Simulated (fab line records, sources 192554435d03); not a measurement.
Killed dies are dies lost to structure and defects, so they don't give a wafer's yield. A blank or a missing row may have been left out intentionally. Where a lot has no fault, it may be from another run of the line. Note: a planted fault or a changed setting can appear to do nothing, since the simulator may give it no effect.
The tool behind it: which one? :: flow n5Finfet :: 10 lots with 30 wafers sampled at 5 steps, on a route of 1938 steps

WHAT THE GAUGES SHOWED, per wafer
N5_FIN_SAQP_CD_MEAS_37 targets a cd of 8 nm. Usual: cdNm at 8.1 nm, with a standard deviation of 0.31.
lot: L554
measured: day 2 02:40
on: cdSem-03
cdNm (nm): 7.8 7.9 8.3
flag: 

lot: L558
measured: day 3 03:08
on: cdSem-02
cdNm (nm): 7.5 8.2 8.5
flag: 

lot: L565
measured: day 4 22:52
on: cdSem-03
cdNm (nm): 8.2 7.6 7.7
flag: 

lot: L566
measured: day 5 03:19
on: cdSem-03
cdNm (nm): 8.6 8.0 8.2
flag: 

lot: L567
measured: day 5 08:23
on: cdSem-01
cdNm (nm): 8.2 8.6 8.1
flag: 

lot: L573
measured: day 6 20:04
on: cdSem-02
cdNm (nm): 8.3 8.6 7.6
flag: 

lot: L574
measured: day 7 02:58
on: cdSem-02
cdNm (nm): 7.9 8.2 8.2
flag: 

lot: L575
measured: day 7 08:44
on: cdSem-03
cdNm (nm): 8.0 7.8 8.6
flag: 

lot: L576
measured: day 7 13:56
on: cdSem-01
cdNm (nm): 8.1 8.5 8.0
flag: 

lot: L577
measured: day 7 21:54
on: cdSem-01
cdNm (nm): 7.7 8.1 7.8
flag: 

N5_BEOL_M4_RC_MEAS_101. Usual: DIBL_N 37.2 mV/V, standard deviation 2.5; DIBL_P 38 mV/V, standard deviation 3; IOFF_N 0.17 nA/um, standard deviation 0.044; IOFF_P 0.24 nA/um, standard deviation 0.059; ION_N 667 uA/um, standard deviation 13; ION_P 461 uA/um, standard deviation 7.9; SS_N 71.8 mV/dec, standard deviation 0.86; SS_P 73.6 mV/dec, standard deviation 0.92; VT_N 250 mV, standard deviation 4.1; VT_P -249 mV, standard deviation 3.9.
lot: L554
measured: day 8 07:10
on: prober-01
DIBL_N (mV/V): 39.1 36.4 34.9
DIBL_P (mV/V): 38 37 35
IOFF_N (nA/um): 0.18 0.15 0.12
IOFF_P (nA/um): 0.21 0.22 0.18
ION_N (uA/um): 668 665 660
ION_P (uA/um): 455 457 452
SS_N (mV/dec): 71.8 71.4 71.3
SS_P (mV/dec): 73.7 73.9 73.1
VT_N (mV): 252 250 252
VT_P (mV): -252 -252 -254
flag: 

lot: L558
measured: day 9 11:36
on: prober-02
DIBL_N (mV/V): 34.7 39.1 39.5
DIBL_P (mV/V): 33 39 41
IOFF_N (nA/um): 0.10 0.18 0.21
IOFF_P (nA/um): 0.17 0.26 0.29
ION_N (uA/um): 654 679 683
ION_P (uA/um): 462 463 467
SS_N (mV/dec): 71.3 71.7 72.2
SS_P (mV/dec): 72.4 73.6 74.7
VT_N (mV): 255 247 244
VT_P (mV): -251 -244 -244
flag: 

lot: L573
measured: day 12 23:52
on: prober-01
DIBL_N (mV/V): 35.6 36.4 34.8
DIBL_P (mV/V): 36 38 36
IOFF_N (nA/um): 0.15 0.16 0.13
IOFF_P (nA/um): 0.21 0.24 0.21
ION_N (uA/um): 666 681 660
ION_P (uA/um): 459 469 453
SS_N (mV/dec): 71.2 71.0 71.4
SS_P (mV/dec): 72.4 72.7 72.3
VT_N (mV): 251 251 254
VT_P (mV): -251 -248 -252
flag: 

lot: L574
measured: day 13 02:53
on: prober-01
DIBL_N (mV/V): 37.1 35.6 39.0
DIBL_P (mV/V): 36 36 39
IOFF_N (nA/um): 0.14 0.14 0.18
IOFF_P (nA/um): 0.22 0.22 0.28
ION_N (uA/um): 651 666 665
ION_P (uA/um): 452 464 464
SS_N (mV/dec): 71.5 71.0 72.2
SS_P (mV/dec): 73.0 73.4 74.2
VT_N (mV): 254 250 249
VT_P (mV): -248 -249 -247
flag: 

lot: L575
measured: day 13 20:24
on: prober-02
DIBL_N (mV/V): 33.1 39.4 39.1
DIBL_P (mV/V): 34 41 41
IOFF_N (nA/um): 0.11 0.19 0.20
IOFF_P (nA/um): 0.16 0.26 0.26
ION_N (uA/um): 650 654 675
ION_P (uA/um): 452 452 460
SS_N (mV/dec): 71.2 72.3 73.1
SS_P (mV/dec): 73.1 74.4 73.7
VT_N (mV): 255 251 248
VT_P (mV): -253 -251 -250
flag: 

lot: L576
measured: day 14 03:52
on: prober-01
DIBL_N (mV/V): 39.9 39.3 35.9
DIBL_P (mV/V): 38 38 33
IOFF_N (nA/um): 0.18 0.16 0.12
IOFF_P (nA/um): 0.24 0.25 0.19
ION_N (uA/um): 658 663 657
ION_P (uA/um): 458 462 451
SS_N (mV/dec): 72.5 72.0 71.3
SS_P (mV/dec): 72.9 73.2 71.8
VT_N (mV): 251 253 257
VT_P (mV): -249 -246 -251
flag: 

lot: L577
measured: day 14 02:14
on: prober-02
DIBL_N (mV/V): 32.1 32.5 34.2
DIBL_P (mV/V): 33 32 36
IOFF_N (nA/um): 0.11 0.11 0.14
IOFF_P (nA/um): 0.15 0.15 0.19
ION_N (uA/um): 655 664 672
ION_P (uA/um): 449 453 465
SS_N (mV/dec): 70.3 70.4 70.5
SS_P (mV/dec): 71.7 72.1 72.6
VT_N (mV): 254 255 252
VT_P (mV): -254 -256 -251
flag: 

TOOL THAT RAN EACH LOT (tool first, then ch and the chambers of the sampled wafers, then the start)
lot: L554
N5_FIN_CUT_ETCH_30: rieDiel-01 ch 0,1,2, day 2 03:26
N5_FIN_CUT_STRIP_24: rieDiel-01 ch 0,1,2, day 2 03:49
N5_FIN_CUT_CUT_ETCH_26: rieDiel-01 ch 0,1,2, day 2 03:50

lot: L558
N5_FIN_CUT_ETCH_30: rieDiel-03 ch 0,1,2, day 3 03:59
N5_FIN_CUT_STRIP_24: rieDiel-03 ch 0,1,2, day 3 04:22
N5_FIN_CUT_CUT_ETCH_26: rieDiel-03 ch 0,1,2, day 3 04:23

lot: L565
N5_FIN_CUT_ETCH_30: rieDiel-05 ch 0,1,3, day 4 23:28
N5_FIN_CUT_STRIP_24: rieDiel-05 ch 0,1,3, day 4 23:51
N5_FIN_CUT_CUT_ETCH_26: rieDiel-05 ch 0,1,3, day 4 23:52

lot: L566
N5_FIN_CUT_ETCH_30: rieDiel-03 ch 0,1,3, day 5 04:02
N5_FIN_CUT_STRIP_24: rieDiel-03 ch 0,1,3, day 5 04:25
N5_FIN_CUT_CUT_ETCH_26: rieDiel-03 ch 0,1,3, day 5 04:26

lot: L567
N5_FIN_CUT_ETCH_30: rieDiel-03 ch 1,2, day 5 09:14
N5_FIN_CUT_STRIP_24: rieDiel-03 ch 1,2, day 5 09:37
N5_FIN_CUT_CUT_ETCH_26: rieDiel-03 ch 1,2, day 5 09:38

lot: L573
N5_FIN_CUT_ETCH_30: rieDiel-01 ch 0,1,2, day 6 21:07
N5_FIN_CUT_STRIP_24: rieDiel-01 ch 0,1,2, day 6 21:31
N5_FIN_CUT_CUT_ETCH_26: rieDiel-01 ch 0,1,2, day 6 21:32

lot: L574
N5_FIN_CUT_ETCH_30: rieDiel-05 ch 0,1,3, day 7 03:43
N5_FIN_CUT_STRIP_24: rieDiel-05 ch 0,1,3, day 7 04:06
N5_FIN_CUT_CUT_ETCH_26: rieDiel-05 ch 0,1,3, day 7 04:07

lot: L575
N5_FIN_CUT_ETCH_30: rieDiel-05 ch 0,3, day 7 09:27
N5_FIN_CUT_STRIP_24: rieDiel-05 ch 0,3, day 7 09:50
N5_FIN_CUT_CUT_ETCH_26: rieDiel-05 ch 0,3, day 7 09:51

lot: L576
N5_FIN_CUT_ETCH_30: rieDiel-01 ch 0,2,3, day 7 15:07
N5_FIN_CUT_STRIP_24: rieDiel-01 ch 0,2,3, day 7 15:29
N5_FIN_CUT_CUT_ETCH_26: rieDiel-01 ch 0,2,3, day 7 15:31

lot: L577
N5_FIN_CUT_ETCH_30: rieDiel-03 ch 2,3, day 7 22:29
N5_FIN_CUT_STRIP_24: rieDiel-03 ch 2,3, day 7 22:52
N5_FIN_CUT_CUT_ETCH_26: rieDiel-03 ch 2,3, day 7 22:53
- N5_FIN_CUT_ETCH_30: etches underlayer in N2/H2, target depth 13 nm, time 10.4 s.
- N5_FIN_CUT_STRIP_24: strips in CF4.
- N5_FIN_CUT_CUT_ETCH_26: etches SiNx in CH3F/O2, target depth 39 nm, time 55.7 s.

WHAT THE TOOLS THEMSELVES READ (means of the sampled wafers that have a number; where no wafer has one, the mark that the record gives instead)
N5_FIN_CUT_ETCH_30. Usual: biasW 150.1 W, standard deviation 0.42; chamberPressureMTorr 30.002 mTorr, standard deviation 0.028; drypumpMotorCurrentA 5.7 A, standard deviation 0.5; etchRfOnTimeS 10.6 s, standard deviation 0.38; n2FlowSccm 200.0 sccm, standard deviation 0.62; oesProductAu 0.68 a.u., standard deviation 0.084; rfVppV 524.2 V, standard deviation 2.4; showerheadPlenumPTorr 2.55 Torr, standard deviation 0.079; throttleValvePct 17.76 %, standard deviation 0.22.
lot: L554
tool: rieDiel-01
biasW (W): 149.7
chamberPressureMTorr (mTorr): 30.033
drypumpMotorCurrentA (A): 5.4
etchRfOnTimeS (s): 10.3
n2FlowSccm (sccm): 199.7
oesProductAu (a.u.): 0.59
rfVppV (V): 523.1
showerheadPlenumPTorr (Torr): 2.49
throttleValvePct (%): 17.80
flag: 

lot: L558
tool: rieDiel-03
biasW (W): 150.5
chamberPressureMTorr (mTorr): 29.987
drypumpMotorCurrentA (A): 6.1
etchRfOnTimeS (s): 10.2
n2FlowSccm (sccm): 199.8
oesProductAu (a.u.): 0.73
rfVppV (V): 524.6
showerheadPlenumPTorr (Torr): 2.57
throttleValvePct (%): 17.77
flag: 

lot: L565
tool: rieDiel-05
biasW (W): 150.4
chamberPressureMTorr (mTorr): 30.021
drypumpMotorCurrentA (A): 5.6
etchRfOnTimeS (s): 11.0
n2FlowSccm (sccm): 200.2
oesProductAu (a.u.): 0.59
rfVppV (V): 524.1
showerheadPlenumPTorr (Torr): 2.56
throttleValvePct (%): 17.89
flag: 

lot: L566
tool: rieDiel-03
biasW (W): 149.8
chamberPressureMTorr (mTorr): 30.003
drypumpMotorCurrentA (A): 6.4
etchRfOnTimeS (s): 10.3
n2FlowSccm (sccm): 200.2
oesProductAu (a.u.): 0.75
rfVppV (V): 526.2
showerheadPlenumPTorr (Torr): 2.61
throttleValvePct (%): 17.78
flag: 

lot: L567
tool: rieDiel-03
biasW (W): 150.0
chamberPressureMTorr (mTorr): 29.975
drypumpMotorCurrentA (A): 6.0
etchRfOnTimeS (s): 10.7
n2FlowSccm (sccm): 200.8
oesProductAu (a.u.): 0.67
rfVppV (V): 524.7
showerheadPlenumPTorr (Torr): 2.56
throttleValvePct (%): 17.65
flag: 

lot: L573
tool: rieDiel-01
biasW (W): 149.5
chamberPressureMTorr (mTorr): 30.012
drypumpMotorCurrentA (A): 5.4
etchRfOnTimeS (s): 10.4
n2FlowSccm (sccm): 199.7
oesProductAu (a.u.): 0.80
rfVppV (V): 521.7
showerheadPlenumPTorr (Torr): 2.48
throttleValvePct (%): 17.36
flag: 

lot: L574
tool: rieDiel-05
biasW (W): 149.9
chamberPressureMTorr (mTorr): 30.006
drypumpMotorCurrentA (A): 5.6
etchRfOnTimeS (s): 11.0
n2FlowSccm (sccm): 199.7
oesProductAu (a.u.): 0.59
rfVppV (V): 524.4
showerheadPlenumPTorr (Torr): 2.56
throttleValvePct (%): 17.90
flag: 

lot: L575
tool: rieDiel-05
biasW (W): 150.0
chamberPressureMTorr (mTorr): 30.004
drypumpMotorCurrentA (A): 5.3
etchRfOnTimeS (s): 10.8
n2FlowSccm (sccm): 199.8
oesProductAu (a.u.): 0.60
rfVppV (V): 522.1
showerheadPlenumPTorr (Torr): 2.51
throttleValvePct (%): 17.99
flag: 

lot: L576
tool: rieDiel-01
biasW (W): 150.0
chamberPressureMTorr (mTorr): 30.006
drypumpMotorCurrentA (A): 5.6
etchRfOnTimeS (s): 10.2
n2FlowSccm (sccm): 200.3
oesProductAu (a.u.): 0.79
rfVppV (V): 524.3
showerheadPlenumPTorr (Torr): 2.50
throttleValvePct (%): 17.52
flag: 

lot: L577
tool: rieDiel-03
biasW (W): 149.7
chamberPressureMTorr (mTorr): 30.023
drypumpMotorCurrentA (A): 6.0
etchRfOnTimeS (s): 10.6
n2FlowSccm (sccm): 199.6
oesProductAu (a.u.): 0.70
rfVppV (V): 525.5
showerheadPlenumPTorr (Torr): 2.61
throttleValvePct (%): 17.65
flag: 

N5_FIN_CUT_STRIP_24. Usual: drypumpMotorCurrentA 5.7 A, standard deviation 0.5; oesProductAu 0.79 a.u., standard deviation 0.091; rfVppV 271.3 V, standard deviation 1.4; showerheadPlenumPTorr 1.79 Torr, standard deviation 0.05; throttleValvePct 13.49 %, standard deviation 0.22.
lot: L554
tool: rieDiel-01
drypumpMotorCurrentA (A): 5.4
oesProductAu (a.u.): 0.68
rfVppV (V): 270.6
showerheadPlenumPTorr (Torr): 1.75
throttleValvePct (%): 13.66
flag: 

lot: L558
tool: rieDiel-03
drypumpMotorCurrentA (A): 6.1
oesProductAu (a.u.): 0.83
rfVppV (V): 271.8
showerheadPlenumPTorr (Torr): 1.80
throttleValvePct (%): 13.42
flag: 

lot: L565
tool: rieDiel-05
drypumpMotorCurrentA (A): 5.6
oesProductAu (a.u.): 0.71
rfVppV (V): 271.4
showerheadPlenumPTorr (Torr): 1.80
throttleValvePct (%): 13.64
flag: 

lot: L566
tool: rieDiel-03
drypumpMotorCurrentA (A): 6.4
oesProductAu (a.u.): 0.86
rfVppV (V): 272.5
showerheadPlenumPTorr (Torr): 1.83
throttleValvePct (%): 13.35
flag: 

lot: L567
tool: rieDiel-03
drypumpMotorCurrentA (A): 6.1
oesProductAu (a.u.): 0.79
rfVppV (V): 271.6
showerheadPlenumPTorr (Torr): 1.80
throttleValvePct (%): 13.46
flag: 

lot: L573
tool: rieDiel-01
drypumpMotorCurrentA (A): 5.4
oesProductAu (a.u.): 0.91
rfVppV (V): 271.2
showerheadPlenumPTorr (Torr): 1.74
throttleValvePct (%): 13.11
flag: 

lot: L574
tool: rieDiel-05
drypumpMotorCurrentA (A): 5.6
oesProductAu (a.u.): 0.70
rfVppV (V): 271.1
showerheadPlenumPTorr (Torr): 1.80
throttleValvePct (%): 13.67
flag: 

lot: L575
tool: rieDiel-05
drypumpMotorCurrentA (A): 5.3
oesProductAu (a.u.): 0.72
rfVppV (V): 269.6
showerheadPlenumPTorr (Torr): 1.76
throttleValvePct (%): 13.67
flag: 

lot: L576
tool: rieDiel-01
drypumpMotorCurrentA (A): 5.6
oesProductAu (a.u.): 0.89
rfVppV (V): 271.6
showerheadPlenumPTorr (Torr): 1.77
throttleValvePct (%): 13.22
flag: 

lot: L577
tool: rieDiel-03
drypumpMotorCurrentA (A): 6.0
oesProductAu (a.u.): 0.81
rfVppV (V): 271.9
showerheadPlenumPTorr (Torr): 1.82
throttleValvePct (%): 13.32
flag: 

N5_FIN_CUT_CUT_ETCH_26. Usual: CH3F_flow_sccm 30.02 sccm, standard deviation 0.09; O2_flow_sccm 20.00 sccm, standard deviation 0.059; drypumpMotorCurrentA 5.7 A, standard deviation 0.49; oesProductAu 0.79 a.u., standard deviation 0.096; rfVppV 298 V, standard deviation 11; showerheadPlenumPTorr 2.01 Torr, standard deviation 0.068; throttleValvePct 16.32 %, standard deviation 0.19.
lot: L554
tool: rieDiel-01
CH3F_flow_sccm (sccm): 30.06
O2_flow_sccm (sccm): 19.98
drypumpMotorCurrentA (A): 5.4
oesProductAu (a.u.): 0.70
rfVppV (V): 303
showerheadPlenumPTorr (Torr): 1.98
throttleValvePct (%): 16.50
flag: 

lot: L558
tool: rieDiel-03
CH3F_flow_sccm (sccm): 29.95
O2_flow_sccm (sccm): 19.99
drypumpMotorCurrentA (A): 6.1
oesProductAu (a.u.): 0.84
rfVppV (V): 302
showerheadPlenumPTorr (Torr): 2.02
throttleValvePct (%): 16.22
flag: 

lot: L565
tool: rieDiel-05
CH3F_flow_sccm (sccm): -
O2_flow_sccm (sccm): -
drypumpMotorCurrentA (A): -
oesProductAu (a.u.): -
rfVppV (V): -
showerheadPlenumPTorr (Torr): -
throttleValvePct (%): -
flag: OFF

lot: L566
tool: rieDiel-03
CH3F_flow_sccm (sccm): -
O2_flow_sccm (sccm): -
drypumpMotorCurrentA (A): -
oesProductAu (a.u.): -
rfVppV (V): -
showerheadPlenumPTorr (Torr): -
throttleValvePct (%): -
flag: OFF

lot: L567
tool: rieDiel-03
CH3F_flow_sccm (sccm): -
O2_flow_sccm (sccm): -
drypumpMotorCurrentA (A): -
oesProductAu (a.u.): -
rfVppV (V): -
showerheadPlenumPTorr (Torr): -
throttleValvePct (%): -
flag: OFF

lot: L573
tool: rieDiel-01
CH3F_flow_sccm (sccm): 30.08
O2_flow_sccm (sccm): 19.99
drypumpMotorCurrentA (A): 5.4
oesProductAu (a.u.): 0.93
rfVppV (V): 304
showerheadPlenumPTorr (Torr): 1.97
throttleValvePct (%): 16.04
flag: 

lot: L574
tool: rieDiel-05
CH3F_flow_sccm (sccm): 30.01
O2_flow_sccm (sccm): 19.95
drypumpMotorCurrentA (A): 5.6
oesProductAu (a.u.): 0.70
rfVppV (V): 296
showerheadPlenumPTorr (Torr): 2.02
throttleValvePct (%): 16.44
flag: 

lot: L575
tool: rieDiel-05
CH3F_flow_sccm (sccm): 30.00
O2_flow_sccm (sccm): 20.04
drypumpMotorCurrentA (A): 5.3
oesProductAu (a.u.): 0.71
rfVppV (V): 289
showerheadPlenumPTorr (Torr): 1.97
throttleValvePct (%): 16.43
flag: 

lot: L576
tool: rieDiel-01
CH3F_flow_sccm (sccm): 29.96
O2_flow_sccm (sccm): 20.07
drypumpMotorCurrentA (A): 5.6
oesProductAu (a.u.): 0.92
rfVppV (V): 296
showerheadPlenumPTorr (Torr): 2.00
throttleValvePct (%): 16.18
flag: 

lot: L577
tool: rieDiel-03
CH3F_flow_sccm (sccm): 29.96
O2_flow_sccm (sccm): 20.06
drypumpMotorCurrentA (A): 6.0
oesProductAu (a.u.): 0.82
rfVppV (V): 292
showerheadPlenumPTorr (Torr): 2.06
throttleValvePct (%): 16.25
flag: 

THE ANSWER, worked out from the rows above alone
Rule: take the mean of a lot's wafers that have a number; if it is more than 3 standard deviations from the usual mean, the lot is off. A lot without any number at a reading at which 4 lots or more have one is off too. All remaining lots with rows at the step are treated as sound. First the gauges in route order, then the tools' own readings, where a lot's mean is used as printed above. The first step at which some lot is off is used, and at that step the reading that is off furthest; a lot without a number counts as furthest.
Off: L565, L566, L567, at N5_FIN_CUT_CUT_ETCH_26 (CH3F_flow_sccm). Without a number there: L565, L566, L567.
If a tool, at that step or one of the process steps before it, ran each lot that is off and ran no sound lot following the first of them, it fits. No candidate that was tried fits.

WHAT THE SIMULATOR HAD INSERTED
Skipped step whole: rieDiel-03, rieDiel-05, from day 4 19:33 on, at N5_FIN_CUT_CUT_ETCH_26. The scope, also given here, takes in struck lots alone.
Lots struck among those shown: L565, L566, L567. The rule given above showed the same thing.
